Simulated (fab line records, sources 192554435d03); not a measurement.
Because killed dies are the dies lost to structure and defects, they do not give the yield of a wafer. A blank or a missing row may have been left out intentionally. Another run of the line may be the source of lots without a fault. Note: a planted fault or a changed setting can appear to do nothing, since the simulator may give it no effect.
Problem report, 8D (eight disciplines) form, completed by code || flow n5 finfet || the parts of the form that need people (team, actions taken, sign-off) are left out

== 1. PROBLEM STATEMENT ==
A mean of 116 is read at N5_PASSIVATION_PROBE_49 for killed_at_M4_up, taken on 1 wafer of 1 lot, against 13 (standard deviation 4.7) on wafers free of any fault. That puts it +22 standard deviations away from the usual mean.
First observed at day 17 15:16: wafer L166.4, on prober-02. The record holds 16 wafers of 7 lots with a number at this step. Rule for "out", or "out of limits": more than 4 standard deviations from the usual mean. The rest of the wafers with a number are treated as sound.

== 2. WHAT IT IS, AND WHAT IT ISN'T ==
{"question": "which readings at this step", "is": "killed_at_M4_up, defect limited yield, killed dies, sort_bin_5_function", "is not": "killed_at_M0_to_M3, killed at contacts, killed at front end, killed at other, killed open, killed short, sort_bin_4_leakage, sort_bin_6_memory, sort_bin_8_speed"}
{"question": "which lots", "is": "L166", "is not": "L151, L152, L154, L158, L163, L167"}
{"question": "which wafers of those lots", "is": "L166.4", "is not": "L166.2, L166.5"}
{"question": "read on which tools", "is": "prober-02", "is not": "prober-01"}
{"question": "when", "is": "from day 17 15:16", "is not": "up to then (14 sound wafers); but 1 sound wafer of L166 came after"}

== 3. SUSPECTS, AND WHAT RULES EACH OUT ==
Counting: any tool at a process step up to the reading remains a suspect provided it ran every lot that is out. Sound lots after the first of them don't rule it out here, since some wafers of a struck lot are sound.
- rie diel-01 at N5_BEOL_M11_TRENCH_ETCH_37 (etches SiCOH lowk in C4F6/O2, target depth 148.83 nm, time 48 s): kept. It processed L166, the lot that is out, at day 15 01:39, and its most recent sound lot before then was L158 at day 14 06:03.
- pvd sputter-03 at N5_PASSIVATION_SPUTTER_20 (material TaN, target thk 50 nm): kept. It processed L166, the lot that is out, at day 17 09:06, and its most recent sound lot before then was L167 at day 17 08:46.
- prober-02 at N5_PASSIVATION_PROBE_49: kept. It processed L166, the lot that is out, at day 17 15:10, and its most recent sound lot before then was L163 at day 17 04:08. Out on those wafers are its own readings of defect limited yield, killed_at_M4_up, killed dies, sort_bin_5_function.
- Within rie diel-01 at N5_BEOL_M11_TRENCH_ETCH_37: the wafers that are out ran in chamber 1; their sound lot-mates ran in chambers 0, 2.
Left after counting: rie diel-01 at N5_BEOL_M11_TRENCH_ETCH_37, pvd sputter-03 at N5_PASSIVATION_SPUTTER_20, prober-02 at N5_PASSIVATION_PROBE_49.

== 4. THE CAUSE (what the simulator had put in) ==
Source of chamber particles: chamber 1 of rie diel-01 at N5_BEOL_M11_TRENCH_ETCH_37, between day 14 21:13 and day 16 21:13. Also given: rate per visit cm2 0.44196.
This tool is one of the 3 suspects left after counting.

== 5. SEQUENCE OF EFFECTS, ordered by route ==
Each row: a reading whose mean over the struck wafers that have a number lies more than 3 standard deviations from the usual. Only readings whose record carries a usual standard deviation are examined. hours: median over the lots of the time between each lot's start at the first step of this table that gives one and its start at this step. sigmas: the change, counted in usual standard deviations.
{"hours": 0, "step": "N5_PASSIVATION_PROBE_49", "reading": "defect limited yield", "usual": "91.2 %", "on struck wafers": 84.3, "change": -6.9, "sigmas": -4.9}
{"hours": 0, "step": "N5_PASSIVATION_PROBE_49", "reading": "killed_at_M4_up", "usual": 13, "on struck wafers": 116, "change": "+103", "sigmas": "+22"}
{"hours": 0, "step": "N5_PASSIVATION_PROBE_49", "reading": "killed dies", "usual": 104, "on struck wafers": 185, "change": "+81", "sigmas": "+4.8"}
{"hours": 0, "step": "N5_PASSIVATION_PROBE_49", "reading": "sort_bin_5_function", "usual": "5.1 %", "on struck wafers": 10.4, "change": "+5.3", "sigmas": "+5.6"}
{"hours": 0, "step": "N5_PASSIVATION_PROBE_49", "reading": "sort n pass", "usual": 1074, "on struck wafers": 995, "change": -79, "sigmas": -3.3}
{"hours": 0, "step": "N5_PASSIVATION_PROBE_49", "reading": "sort yield pct", "usual": "91.1 %", "on struck wafers": 84.3, "change": -6.8, "sigmas": -3.4}
Process steps it contains:
- N5_PASSIVATION_PROBE_49

== 6. HOW IT WOULD HAVE BEEN CAUGHT EARLIER ==
In this record the first reading out of limits was taken at day 17 15:16, 66 hours after the fault began at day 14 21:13.
Of the tool readings at N5_BEOL_M11_TRENCH_ETCH_37 for which the record gives a usual standard deviation, none was out on any struck wafer, so an alarm limit of 4 standard deviations on them would not have fired.
All the lots that are out (1) had begun N5_BEOL_M11_TRENCH_ETCH_37 on rie diel-01 by day 17 15:16. Holding the tool at that point would not have protected any of them.
